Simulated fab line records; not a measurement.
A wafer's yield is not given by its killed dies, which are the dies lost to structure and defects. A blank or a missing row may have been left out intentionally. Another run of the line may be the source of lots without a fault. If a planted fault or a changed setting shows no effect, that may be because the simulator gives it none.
Split-lot trial :: flow n5_finfet :: 21 wafers read across 7 lots, on a route 1938 steps long

== ON THE SPLIT ==
At N5_GATE_CUT_ETCH_56 (etches TiN in Cl2/Ar, target depth 21.6 nm), the setting icp_w was moved away from the recipe's 600 W on 9 of the 21 wafers read, by -8.5% to +16.4%. All remaining wafers had this setting at the recipe value.

The reading comes from the split's own step.

== THE READING ==
etch.depth_nm (the simulator's own value, which no gauge read), in nm, at N5_GATE_CUT_ETCH_56 (etches TiN in Cl2/Ar, target depth 21.6 nm). The file gives no usual value for it. The 12 wafers here that ran the recipe average 22.16 nm, standard deviation 0.22 nm.

wafer: L075.3
tool, chamber at the split: rie_metal-02, 0
icp_w as run, W: 600
against the recipe: recipe
etch.depth_nm, nm: 22.24
against lot-mates on the recipe: -

wafer: L075.5
tool, chamber at the split: rie_metal-02, 1
icp_w as run, W: 600
against the recipe: recipe
etch.depth_nm, nm: 22.36
against lot-mates on the recipe: -

wafer: L075.6
tool, chamber at the split: rie_metal-02, 0
icp_w as run, W: 548.7
against the recipe: -8.5%
etch.depth_nm, nm: 20.47
against lot-mates on the recipe: -1.83

wafer: L085.1
tool, chamber at the split: rie_metal-02, 1
icp_w as run, W: 600
against the recipe: recipe
etch.depth_nm, nm: 22.03
against lot-mates on the recipe: -

wafer: L085.5
tool, chamber at the split: rie_metal-02, 1
icp_w as run, W: 563.9
against the recipe: -6.0%
etch.depth_nm, nm: 20.98
against lot-mates on the recipe: -1.05

wafer: L085.6
tool, chamber at the split: rie_metal-02, 0
icp_w as run, W: 563.9
against the recipe: -6.0%
etch.depth_nm, nm: 20.79
against lot-mates on the recipe: -1.24

wafer: L088.2
tool, chamber at the split: rie_metal-01, 0
icp_w as run, W: 600
against the recipe: recipe
etch.depth_nm, nm: 21.92
against lot-mates on the recipe: -

wafer: L088.4
tool, chamber at the split: rie_metal-01, 1
icp_w as run, W: 660.1
against the recipe: +10.0%
etch.depth_nm, nm: 24.62
against lot-mates on the recipe: +2.43

wafer: L088.6
tool, chamber at the split: rie_metal-01, 1
icp_w as run, W: 600
against the recipe: recipe
etch.depth_nm, nm: 22.45
against lot-mates on the recipe: -

wafer: L089.1
tool, chamber at the split: rie_metal-02, 0
icp_w as run, W: 600
against the recipe: recipe
etch.depth_nm, nm: 22.15
against lot-mates on the recipe: -

wafer: L089.4
tool, chamber at the split: rie_metal-02, 1
icp_w as run, W: 570.1
against the recipe: -5.0%
etch.depth_nm, nm: 21.19
against lot-mates on the recipe: -0.96

wafer: L089.6
tool, chamber at the split: rie_metal-02, 1
icp_w as run, W: 570.1
against the recipe: -5.0%
etch.depth_nm, nm: 21.19
against lot-mates on the recipe: -0.96

wafer: L093.1
tool, chamber at the split: rie_metal-01, 0
icp_w as run, W: 600
against the recipe: recipe
etch.depth_nm, nm: 21.77
against lot-mates on the recipe: -

wafer: L093.3
tool, chamber at the split: rie_metal-01, 0
icp_w as run, W: 698.4
against the recipe: +16.4%
etch.depth_nm, nm: 24.82
against lot-mates on the recipe: +3.05

wafer: L093.6
tool, chamber at the split: rie_metal-01, 0
icp_w as run, W: 698.4
against the recipe: +16.4%
etch.depth_nm, nm: 25.01
against lot-mates on the recipe: +3.24

wafer: L095.2
tool, chamber at the split: rie_metal-01, 1
icp_w as run, W: 600
against the recipe: recipe
etch.depth_nm, nm: 22.46
against lot-mates on the recipe: -

wafer: L095.5
tool, chamber at the split: rie_metal-01, 1
icp_w as run, W: 600
against the recipe: recipe
etch.depth_nm, nm: 22.26
against lot-mates on the recipe: -

wafer: L095.6
tool, chamber at the split: rie_metal-01, 0
icp_w as run, W: 600
against the recipe: recipe
etch.depth_nm, nm: 21.89
against lot-mates on the recipe: -

wafer: L096.2
tool, chamber at the split: rie_metal-01, 1
icp_w as run, W: 600
against the recipe: recipe
etch.depth_nm, nm: 22.33
against lot-mates on the recipe: -

wafer: L096.3
tool, chamber at the split: rie_metal-01, 0
icp_w as run, W: 646.8
against the recipe: +7.8%
etch.depth_nm, nm: 23.3
against lot-mates on the recipe: +1.09

wafer: L096.6
tool, chamber at the split: rie_metal-01, 1
icp_w as run, W: 600
against the recipe: recipe
etch.depth_nm, nm: 22.1
against lot-mates on the recipe: -

THE FIT
A straight line over all 21 wafers: etch.depth_nm changes by +0.183 nm for each +1% of icp_w; r = +0.98; the points scatter about the line by 0.26 nm.
The same after taking each lot's own level away (the mean of its wafers on the recipe; 21 wafers): +0.196 nm for each +1%; r = +0.99; scatter 0.21 nm.
Per that fit: largest icp_w move, reading shift of 3.2 nm.
The span of the lots' own levels, 21.770 to 22.300 nm, comes to 2.4 times the standard deviation stated above.
The two slopes agree, so the slope changes little with the lot-to-lot level.
Check: +3.28 nm against its lot-mates is what the line predicts for one of the wafers moved furthest among these (+16.4%) when that wafer is left out of the fit. It came out at +3.05 nm against them.

== ADDITIONAL SPLITS CARRIED BY THESE WAFERS ==
Before the reading, these wafers also passed through other splits. Each is held against what the fit with the lots' levels taken away leaves over:
other split on the same wafers: N5_SD_EPI_N_COAT_32 spin_rpm
wafers away from the commonest value: 7
r with etch.depth_nm (lot level and that fit taken away): -0.08

other split on the same wafers: N5_SD_EPI_P_EPI_21 temp_c
wafers away from the commonest value: 4
r with etch.depth_nm (lot level and that fit taken away): -0.36

other split on the same wafers: N5_SDB_ETCH_25 time_s
wafers away from the commonest value: 3
r with etch.depth_nm (lot level and that fit taken away): +0.23

other split on the same wafers: N5_SDB_CUT_ETCH_26 bias_w
wafers away from the commonest value: as run: not given for these wafers
r with etch.depth_nm (lot level and that fit taken away): -

other split on the same wafers: N5_HKMG_FIN_ETCH_86 target_depth_a
wafers away from the commonest value: 6
r with etch.depth_nm (lot level and that fit taken away): +0.06

== FILE'S OWN FIT ==
etch.depth_nm changes by +0.198 nm for each +1% of icp_w, r = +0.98.
